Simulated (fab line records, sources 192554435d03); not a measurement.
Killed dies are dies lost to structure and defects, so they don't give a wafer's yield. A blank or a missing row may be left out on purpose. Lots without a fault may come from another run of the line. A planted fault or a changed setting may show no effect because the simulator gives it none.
A struck lot beside a sound one | flow n5_finfet | 16 steps out of a route of 1938
Sound: wafers L937.1, L937.4, L937.6. Struck: wafers L946.1, L946.5, L946.6. The cause comes at the end.
At each step with rows: each side's tool, then ch and its chambers, then its first start. Under that, the readings that differ: sound wafers | struck wafers | difference of the means | sigmas: that difference in standard deviations of wafers without a fault.
alike: readings whose means differ by less than 2 such deviations, and words and numbers that are the same on both sides. not compared: withheld readings, readings that some wafer has no value for, bounds like >300 that may hide the same value, and numbers for which the record gives no deviation and whose values overlap.
The two part at a step that has a row with sigmas, a row that says differs or no value, or rows on one side only. Numbers that don't overlap but have no deviation are shown without sigmas and don't part them. A reading that every wafer of one side lacks parts them only if that side has two wafers or more.

first, 1 step without rows for these wafers: N5_BEOL_M4_SPUTTER_90 (material Cu, target thk 4.5 nm, time 8.29 s).
N5_BEOL_M4_ANNEAL_91: time 240 s.
  sound on pvd_sputter-03, day 10 02:07; struck on pvd_sputter-01, day 11 15:11
  alike: heater_power_w, susceptor_temp_C, susceptor_temp_C_max
then, 2 steps without rows for these wafers: N5_BEOL_M4_SPUTTER_92 (material Cu, target thk 4.5 nm, time 8.29 s); N5_BEOL_M4_ANNEAL_93 (time 240 s).
N5_BEOL_M4_SPUTTER_94: material Cu, target thk 4.5 nm, time 8.29 s.
  sound on pvd_sputter-03, day 10 02:28; struck on pvd_sputter-01, day 11 15:32
  alike: susceptor_temp_C, throttle_valve_pct
then, 1 step without rows for these wafers: N5_BEOL_M4_ANNEAL_95 (time 240 s).
N5_BEOL_M4_SPUTTER_96: material Cu, target thk 4.5 nm, time 8.29 s.
  sound on pvd_sputter-03, day 10 02:41; struck on pvd_sputter-01, day 11 15:46
  alike: susceptor_temp_C, throttle_valve_pct
then, 2 steps without rows for these wafers: N5_BEOL_M4_ECD_50 (material Cu, target thk 300 nm); N5_BEOL_M4_ANNEAL_51 (time 90 s).
N5_BEOL_M4_CMP_52: polishes, stops on SiOC, t overpolish 6.8 s, target thk 40 nm.
  sound on cmp-01 ch 1,3, day 10 03:11; struck on cmp-01 ch 0,1, day 11 16:16
  alike: barrier_field_endpoint_s, motor_current_A, overpolish_run_s, slurry_filter_dp_kPa, time_to_endpoint_s
N5_BEOL_M4_THK_MEAS_53: measures by xrf.
  sound on film_metro-01, day 10 03:29; struck on film_metro-01, day 11 16:34
  alike: M4_THK
N5_BEOL_M4_PRE_CLEAN_60: time 15 s.
  sound on cvd_co-02 ch 0,2, day 10 03:31; struck on cvd_co-02 ch 0,1,2, day 11 16:36
  alike: heater_power_outer_w, heater_power_w
  not compared: susceptor_temp_C
N5_BEOL_M4_CO_CAP_55: material Co, precursor CCTBA/H2, target thk 2 nm, time 102.1 s.
  sound on cvd_co-02 ch 0,2, day 10 03:34; struck on cvd_co-02 ch 0,1,2, day 11 16:38
  reading                                   | sound             | struck            | difference | sigmas
  run_length_s (s)                          | 125.1 124.4 125.0 | 176.9 177.4 176.3 | +52.0      | +87
  model.Co_of_BEOL_M4_CO_CAP_55.thk_nm (nm) | 2 2.2 2           | 3.2 3.2 3.2       | +1.1       |
  alike: heater_power_outer_w, heater_power_w, susceptor_temp_C
then, 1 step without rows for these wafers: N5_BEOL_M4_PRE_CLEAN_56 (time 15 s).
N5_BEOL_M4_RC_MEAS_101:
  sound on prober-02 ch 0, day 10 03:47; struck on prober-02 ch 0, day 11 16:53
  reading        | sound          | struck         | difference | sigmas
  IOFF_P (nA/um) | 0.28 0.28 0.31 | 0.24 0.18 0.17 | -0.09      | -2
  VT_P (mV)      | -243 -246 -242 | -251 -253 -257 | -10        | -3
  alike: DIBL_N, DIBL_P, IOFF_N, ION_N, ION_P, SS_N, SS_P, VT_N
-- the record jumps here: 5 days lie between the struck wafers' starts before and after (it left off in module BEOL_M4 and takes up again in module PASSIVATION, whose first step shown is number 1936 of the route) --
N5_PASSIVATION_PROBE_49:
  sound on prober-01, day 14 18:54; struck on prober-01, day 16 13:55
  reading            | sound    | struck  | difference | sigmas
  killed_at_contacts | 21 22 20 | 13 11 6 | -11        | -2
  alike: defect_limited_yield, killed_at_M0_to_M3, killed_at_M4_up, killed_at_front_end, killed_at_other, killed_dies, killed_on_rim, killed_open, killed_short, sort_bin_4_leakage, sort_bin_5_function, sort_bin_6_memory, sort_n_pass, sort_yield_pct

WHERE THEY PART
First at N5_BEOL_M4_CO_CAP_55; last, within this record, at N5_PASSIVATION_PROBE_49.

WHY: what the simulator had put in
Process parameter drift: cvd_co-02, from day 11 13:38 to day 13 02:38, at N5_BEOL_M4_CO_CAP_55. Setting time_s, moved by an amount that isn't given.
